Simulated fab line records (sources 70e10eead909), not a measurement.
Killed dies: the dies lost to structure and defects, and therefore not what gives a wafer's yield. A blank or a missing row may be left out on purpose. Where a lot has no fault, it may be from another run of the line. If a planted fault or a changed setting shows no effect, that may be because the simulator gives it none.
Which tool did it? || flow nand harc || 14 lots with 42 wafers sampled at 6 steps, on a route of 1302 steps

## WHAT EACH GAUGE READ, for each wafer
NHARC_A_SOURCE_PLATE_THK_MEAS_09: measures by ellipsometry. Usual: 9.7 nm for thk nm, sd 1.1.
{"lot": "L882", "measured": "day 7 14:13", "on": "film metro-01", "thk nm (nm)": "11.1 10.8 11.8", "flag": ""}
{"lot": "L883", "measured": "day 7 14:14", "on": "film metro-01", "thk nm (nm)": "10.2 8.3 10.2", "flag": ""}
{"lot": "L884", "measured": "day 8 08:46", "on": "film metro-02", "thk nm (nm)": "9.3 12.3 11.7", "flag": ""}
{"lot": "L886", "measured": "day 8 21:04", "on": "film metro-02", "thk nm (nm)": "10.5 9.5 10.2", "flag": ""}
{"lot": "L885", "measured": "day 8 21:04", "on": "film metro-01", "thk nm (nm)": "8.5 9.2 8.6", "flag": ""}
{"lot": "L889", "measured": "day 9 23:58", "on": "film metro-01", "thk nm (nm)": "9.3 9.9 10.5", "flag": ""}
{"lot": "L888", "measured": "day 9 23:58", "on": "film metro-02", "thk nm (nm)": "9.8 10.6 10.8", "flag": ""}
{"lot": "L890", "measured": "day 10 15:43", "on": "film metro-02", "thk nm (nm)": "12.1 8.3 8.8", "flag": ""}
{"lot": "L891", "measured": "day 10 21:56", "on": "film metro-02", "thk nm (nm)": "7.9 9.3 8.8", "flag": ""}
{"lot": "L900", "measured": "day 15 05:07", "on": "film metro-01", "thk nm (nm)": "7.7 9.5 9.7", "flag": ""}
{"lot": "L901", "measured": "day 15 10:20", "on": "film metro-02", "thk nm (nm)": "9.3 10.6 10.8", "flag": ""}
{"lot": "L902", "measured": "day 15 10:20", "on": "film metro-01", "thk nm (nm)": "10.1 9.9 9.8", "flag": ""}
{"lot": "L904", "measured": "day 16 08:16", "on": "film metro-01", "thk nm (nm)": "9.9 11.2 9.6", "flag": ""}
{"lot": "L905", "measured": "day 16 12:26", "on": "film metro-02", "thk nm (nm)": "8.6 10.5 7.2", "flag": ""}

NHARC_A_ONON_D1_THK_MEAS_02: measures by ellipsometry. Usual: 1000 nm for thk nm, sd 8.4.
{"lot": "L882", "measured": "day 8 04:59", "on": "film metro-02", "thk nm (nm)": "984 984 986", "flag": ""}
{"lot": "L883", "measured": "day 8 05:01", "on": "film metro-02", "thk nm (nm)": "1023 1021 1022", "flag": ""}
{"lot": "L884", "measured": "day 8 22:29", "on": "film metro-01", "thk nm (nm)": "1004 1003 1004", "flag": ""}
{"lot": "L886", "measured": "day 9 10:11", "on": "film metro-01", "thk nm (nm)": "996 995 996", "flag": ""}
{"lot": "L885", "measured": "day 9 10:11", "on": "film metro-02", "thk nm (nm)": "998 997 998", "flag": ""}
{"lot": "L889", "measured": "day 10 13:05", "on": "film metro-01", "thk nm (nm)": "997 998 999", "flag": ""}
{"lot": "L888", "measured": "day 10 13:07", "on": "film metro-02", "thk nm (nm)": "993 994 991", "flag": ""}
{"lot": "L890", "measured": "day 11 04:52", "on": "film metro-02", "thk nm (nm)": "982 981 983", "flag": ""}
{"lot": "L891", "measured": "day 11 14:40", "on": "film metro-02", "thk nm (nm)": "1008 1010 1009", "flag": ""}
{"lot": "L900", "measured": "day 15 18:20", "on": "film metro-02", "thk nm (nm)": "999 999 1001", "flag": ""}
{"lot": "L901", "measured": "day 15 23:55", "on": "film metro-02", "thk nm (nm)": "1000 1001 998", "flag": ""}
{"lot": "L902", "measured": "day 15 23:58", "on": "film metro-01", "thk nm (nm)": "1001 1000 1002", "flag": ""}
{"lot": "L904", "measured": "day 16 19:28", "on": "film metro-01", "thk nm (nm)": "1000 999 999", "flag": ""}
{"lot": "L905", "measured": "day 17 02:10", "on": "film metro-01", "thk nm (nm)": "991 991 992", "flag": ""}

NHARC_A_ONON_D1_THK_MEAS_08: measures by ellipsometry. Usual: 997 nm for thk nm, sd 11.
{"lot": "L882", "measured": "day 8 06:06", "on": "film metro-01", "thk nm (nm)": "1004 1003 1004", "flag": ""}
{"lot": "L883", "measured": "day 8 06:08", "on": "film metro-02", "thk nm (nm)": "993 992 994", "flag": ""}
{"lot": "L884", "measured": "day 8 23:37", "on": "film metro-01", "thk nm (nm)": "996 997 996", "flag": ""}
{"lot": "L886", "measured": "day 9 11:19", "on": "film metro-01", "thk nm (nm)": "1003 1003 1002", "flag": ""}
{"lot": "L885", "measured": "day 9 11:19", "on": "film metro-01", "thk nm (nm)": "985 987 985", "flag": ""}
{"lot": "L889", "measured": "day 10 14:30", "on": "film metro-02", "thk nm (nm)": "994 996 995", "flag": ""}
{"lot": "L888", "measured": "day 10 14:34", "on": "film metro-01", "thk nm (nm)": "976 974 975", "flag": ""}
{"lot": "L890", "measured": "day 11 06:00", "on": "film metro-01", "thk nm (nm)": "984 983 983", "flag": ""}
{"lot": "L891", "measured": "day 11 15:47", "on": "film metro-02", "thk nm (nm)": "1000 1000 999", "flag": ""}
{"lot": "L900", "measured": "day 15 19:28", "on": "film metro-02", "thk nm (nm)": "1006 1008 1006", "flag": ""}
{"lot": "L901", "measured": "day 16 01:03", "on": "film metro-01", "thk nm (nm)": "995 993 994", "flag": ""}
{"lot": "L902", "measured": "day 16 01:06", "on": "film metro-02", "thk nm (nm)": "993 993 991", "flag": ""}
{"lot": "L904", "measured": "day 16 20:36", "on": "film metro-01", "thk nm (nm)": "1010 1010 1010", "flag": ""}
{"lot": "L905", "measured": "day 17 03:19", "on": "film metro-01", "thk nm (nm)": "998 997 994", "flag": ""}

NHARC_A_ONON_D1_THK_MEAS_14: measures by ellipsometry. Usual: 1001 nm for thk nm, sd 13.
{"lot": "L882", "measured": "day 8 07:14", "on": "film metro-01", "thk nm (nm)": "999 1000 999", "flag": ""}
{"lot": "L883", "measured": "day 8 07:17", "on": "film metro-02", "thk nm (nm)": "1003 1004 1005", "flag": ""}
{"lot": "L884", "measured": "day 9 00:44", "on": "film metro-01", "thk nm (nm)": "1007 1008 1008", "flag": ""}
{"lot": "L886", "measured": "day 9 12:28", "on": "film metro-01", "thk nm (nm)": "995 996 995", "flag": ""}
{"lot": "L885", "measured": "day 9 12:27", "on": "film metro-02", "thk nm (nm)": "1026 1027 1026", "flag": ""}
{"lot": "L889", "measured": "day 10 15:37", "on": "film metro-01", "thk nm (nm)": "1003 1003 1004", "flag": ""}
{"lot": "L888", "measured": "day 10 15:46", "on": "film metro-01", "thk nm (nm)": "1023 1023 1023", "flag": ""}
{"lot": "L890", "measured": "day 11 07:07", "on": "film metro-01", "thk nm (nm)": "986 987 985", "flag": ""}
{"lot": "L891", "measured": "day 11 16:55", "on": "film metro-02", "thk nm (nm)": "974 975 974", "flag": ""}
{"lot": "L900", "measured": "day 15 20:36", "on": "film metro-02", "thk nm (nm)": "1439 1440 1016", "flag": "OFF"}
{"lot": "L901", "measured": "day 16 02:12", "on": "film metro-02", "thk nm (nm)": "1412 987 1411", "flag": "OFF"}
{"lot": "L902", "measured": "day 16 02:14", "on": "film metro-01", "thk nm (nm)": "1011 1012 1012", "flag": ""}
{"lot": "L904", "measured": "day 16 21:44", "on": "film metro-01", "thk nm (nm)": "1013 1010 1013", "flag": ""}
{"lot": "L905", "measured": "day 17 04:27", "on": "film metro-01", "thk nm (nm)": "999 1000 999", "flag": ""}

NHARC_END_SORT_01. Usual: killed at array 47, standard deviation 18; killed at other 0.9, standard deviation 1.1; killed at periphery 4, standard deviation 3.1; killed dies 52, standard deviation 18; killed open 3.1, standard deviation 1.5; killed short 2.4, standard deviation 1.5.
{"lot": "L900", "measured": "day 32 19:52", "on": "prober-01", "killed at array": "676 675 56", "killed at other": "0 1 2", "killed at periphery": "1 1 3", "killed dies": "677 677 61", "killed open": "3 2 2", "killed short": "1 3 4", "flag": "OFF"}
{"lot": "L901", "measured": "day 32 06:06", "on": "prober-01", "killed at array": "674 50 675", "killed at other": "2 0 0", "killed at periphery": "1 2 2", "killed dies": "677 52 677", "killed open": "0 3 5", "killed short": "2 4 1", "flag": "OFF"}

## TOOL THAT RAN EACH LOT (tool first, then ch and the chambers of the sampled wafers, then the start)
{"lot": "L882", "NHARC_A_ONON_D1_DEP_12": "pecvd onon-02 ch 0, day 8 06:44"}
{"lot": "L883", "NHARC_A_ONON_D1_DEP_12": "pecvd onon-04 ch 0, day 8 06:46"}
{"lot": "L884", "NHARC_A_ONON_D1_DEP_12": "pecvd onon-04 ch 0, day 9 00:14"}
{"lot": "L886", "NHARC_A_ONON_D1_DEP_12": "pecvd onon-03 ch 0, day 9 12:00"}
{"lot": "L885", "NHARC_A_ONON_D1_DEP_12": "pecvd onon-02 ch 0, day 9 11:56"}
{"lot": "L889", "NHARC_A_ONON_D1_DEP_12": "pecvd onon-04 ch 0, day 10 15:10"}
{"lot": "L888", "NHARC_A_ONON_D1_DEP_12": "pecvd onon-02 ch 0, day 10 15:22"}
{"lot": "L890", "NHARC_A_ONON_D1_DEP_12": "pecvd onon-02 ch 0, day 11 06:37"}
{"lot": "L891", "NHARC_A_ONON_D1_DEP_12": "pecvd onon-04 ch 0, day 11 16:25"}
{"lot": "L900", "NHARC_A_ONON_D1_DEP_12": "pecvd onon-04 ch 0, day 15 20:05"}
{"lot": "L901", "NHARC_A_ONON_D1_DEP_12": "pecvd onon-04 ch 0, day 16 01:41"}
{"lot": "L902", "NHARC_A_ONON_D1_DEP_12": "pecvd onon-03 ch 0, day 16 01:43"}
{"lot": "L904", "NHARC_A_ONON_D1_DEP_12": "pecvd onon-02 ch 0, day 16 21:17"}
{"lot": "L905", "NHARC_A_ONON_D1_DEP_12": "pecvd onon-03 ch 0, day 17 03:56"}
- NHARC_A_ONON_D1_DEP_12: target thk 1000 nm.

## WHAT THE TOOLS THEMSELVES READ (means of the sampled wafers that have a number; where no wafer has one, the mark that the record gives instead)
The record holds no such reading with a usual standard deviation.

## THE ANSWER, worked out from the rows above alone
Rule: take the mean of a lot's wafers that have a number; if it is more than 3 standard deviations from the usual mean, the lot is off. A lot without any number at a reading at which 4 lots or more have one is off too. The other lots that the step has rows for count as sound. Order of review: gauges by route order, followed by the tools' own readings, for which a lot's mean as printed above is used. At the first step where some lot is off, the reading lying furthest off is the one used; lots without a number count as furthest.
Off: L900, L901, at NHARC_A_ONON_D1_THK_MEAS_14 (thk nm).
A tool fits if, at a process step before that reading, it ran every lot that is off, and no sound lot after the first of them. The gauges at NHARC_A_ONON_D1_THK_MEAS_14 aren't tried: what is off there is off at NHARC_END_SORT_01 too, on other tools, and a gauge's error can't cause that. One fits: NHARC_A_ONON_D1_DEP_12 on pecvd onon-04. A fault onset in the window from L891 (day 11 16:25, its last sound lot) to L900 (day 15 20:05, its first lot off) fits.

## WHAT THE SIMULATOR HAD PUT IN
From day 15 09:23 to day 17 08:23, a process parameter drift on pecvd onon-04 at NHARC_A_ONON_D1_DEP_12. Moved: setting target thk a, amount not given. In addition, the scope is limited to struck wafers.
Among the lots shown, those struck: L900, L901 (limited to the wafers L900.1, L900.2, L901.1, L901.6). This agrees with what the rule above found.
